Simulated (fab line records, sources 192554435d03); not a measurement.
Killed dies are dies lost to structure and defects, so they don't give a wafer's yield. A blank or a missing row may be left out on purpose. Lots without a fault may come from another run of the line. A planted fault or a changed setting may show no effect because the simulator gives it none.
Tool commonality check | flow n5_finfet | 9 lots, 27 wafers sampled

WHY IT WAS OPENED
At N5_BEOL_M9_THK_MEAS_01 the reading M9_ILD_THK is flagged on 3 of 9 lots. Wafers without a fault read 267 nm, standard deviation 3.9.
Rule: a lot is flagged when every wafer of it that has a number lies more than 4 standard deviations from that mean, or none has a number. The other lots count as sound.

lot  | measured     | on            | M9_ILD_THK (nm), wafer by wafer | flag
L553 | day 9 11:03  | film_metro-02 | 270 264 270                     |
L554 | day 9 19:05  | film_metro-01 | 266 268 270                     |
L556 | day 9 21:53  | film_metro-02 | 541 555 545                     | FLAGGED
L561 | day 11 10:41 | film_metro-01 | 542 553 548                     | FLAGGED
L565 | day 12 16:53 | film_metro-01 | 542 531 543                     | FLAGGED
L568 | day 13 07:12 | film_metro-02 | 263 270 266                     |
L569 | day 13 23:51 | film_metro-02 | 267 266 266                     |
L574 | day 15 02:10 | film_metro-02 | 271 267 270                     |
L573 | day 15 02:29 | film_metro-02 | 257 264 262                     |
The numbers of the flagged lots are 544 nm on average: +277 nm against the usual, or +71 standard deviations.

WHICH TOOL RAN EACH LOT
The record holds 4 process steps before the reading, out of a route of 1938 steps. In each cell: the tool, then ch and the chambers that the sampled wafers went through, then the start.
lot  | flag    | N5_BEOL_M8_ALD_77                   | N5_BEOL_M8_SURFACE_TREAT_79  | N5_BEOL_M9_ILD_DEP_00           | N5_BEOL_M9_CURE_71
L553 |         | ald_metal-04 ch 1,3, day 9 08:04    | pvd_sputter-01, day 9 08:44  | pecvd-01 ch 0,1,2, day 9 09:59  | uv_cure-02 ch 1, day 9 10:13
L554 |         | ald_metal-02 ch 2,3, day 9 16:32    | pvd_sputter-03, day 9 16:49  | pecvd-02 ch 0,1, day 9 17:59    | uv_cure-03 ch 2, day 9 18:15
L556 | FLAGGED | ald_metal-03 ch 1,2,3, day 9 19:02  | pvd_sputter-02, day 9 19:20  | pecvd-04 ch 0,2, day 9 20:33    | uv_cure-03 ch 0, day 9 21:03
L561 | FLAGGED | ald_metal-02 ch 0,1, day 11 06:53   | pvd_sputter-01, day 11 07:17 | pecvd-01 ch 0,2, day 11 08:58   | uv_cure-01 ch 1, day 11 10:15
L565 | FLAGGED | ald_metal-04 ch 2,3, day 12 12:26   | pvd_sputter-03, day 12 12:46 | pecvd-01 ch 0,1,2, day 12 15:33 | uv_cure-01 ch 2, day 12 15:53
L568 |         | ald_metal-04 ch 1,2,3, day 13 05:04 | pvd_sputter-02, day 13 05:21 | pecvd-04 ch 0,2, day 13 06:37   | uv_cure-01 ch 0, day 13 06:41
L569 |         | ald_metal-03 ch 0,1, day 13 20:41   | pvd_sputter-02, day 13 21:01 | pecvd-04 ch 1,2, day 13 22:46   | uv_cure-02 ch 0, day 13 23:10
L574 |         | ald_metal-04 ch 0,2,3, day 14 23:59 | pvd_sputter-02, day 15 00:20 | pecvd-01 ch 0,1,2, day 15 01:35 | uv_cure-01 ch 2, day 15 01:40
L573 |         | ald_metal-04 ch 0,1, day 15 00:22   | pvd_sputter-02, day 15 00:40 | pecvd-04 ch 0,1,2, day 15 01:53 | uv_cure-02 ch 0, day 15 01:58
What these steps do:
- N5_BEOL_M8_ALD_77: deposits TaN, target thk 2 nm, pulse time 2 s, purge time 3 s.
- N5_BEOL_M8_SURFACE_TREAT_79
- N5_BEOL_M9_ILD_DEP_00: deposits SiCOH lowk from DEMS/porogen, target thk 308.51 nm, time 58 s.
- N5_BEOL_M9_CURE_71: cures SiCOH lowk, time 240 s.
- N5_BEOL_M9_THK_MEAS_01

FLAGGED OVER TOTAL, TOOL BY TOOL (the gauges that took the reading come last)
step                        | tool           | lots run | flagged | share of the flagged lots | sound lots run after its first flagged lot
N5_BEOL_M8_ALD_77           | ald_metal-02   | 2        | 1       | some                      | 0
N5_BEOL_M8_ALD_77           | ald_metal-03   | 2        | 1       | some                      | 1 (L569)
N5_BEOL_M8_ALD_77           | ald_metal-04   | 5        | 1       | some                      | 3 (L568,L574,L573)
N5_BEOL_M8_SURFACE_TREAT_79 | pvd_sputter-01 | 2        | 1       | some                      | 0
N5_BEOL_M8_SURFACE_TREAT_79 | pvd_sputter-02 | 5        | 1       | some                      | 4 (L568,L569,L574,L573)
N5_BEOL_M8_SURFACE_TREAT_79 | pvd_sputter-03 | 2        | 1       | some                      | 0
N5_BEOL_M9_ILD_DEP_00       | pecvd-01       | 4        | 2       | some                      | 1 (L574)
N5_BEOL_M9_ILD_DEP_00       | pecvd-02       | 1        | 0       | none                      | -
N5_BEOL_M9_ILD_DEP_00       | pecvd-04       | 4        | 1       | some                      | 3 (L568,L569,L573)
N5_BEOL_M9_CURE_71          | uv_cure-01     | 4        | 2       | some                      | 2 (L568,L574)
N5_BEOL_M9_CURE_71          | uv_cure-02     | 3        | 0       | none                      | -
N5_BEOL_M9_CURE_71          | uv_cure-03     | 2        | 1       | some                      | 0
N5_BEOL_M9_THK_MEAS_01      | film_metro-01  | 3        | 2       | some                      | 0
N5_BEOL_M9_THK_MEAS_01      | film_metro-02  | 6        | 1       | some                      | 4 (L568,L569,L574,L573)

WHAT THE TABLE ALLOWS
No row of the table ran every flagged lot.

WHAT THE SIMULATOR HAD PUT IN
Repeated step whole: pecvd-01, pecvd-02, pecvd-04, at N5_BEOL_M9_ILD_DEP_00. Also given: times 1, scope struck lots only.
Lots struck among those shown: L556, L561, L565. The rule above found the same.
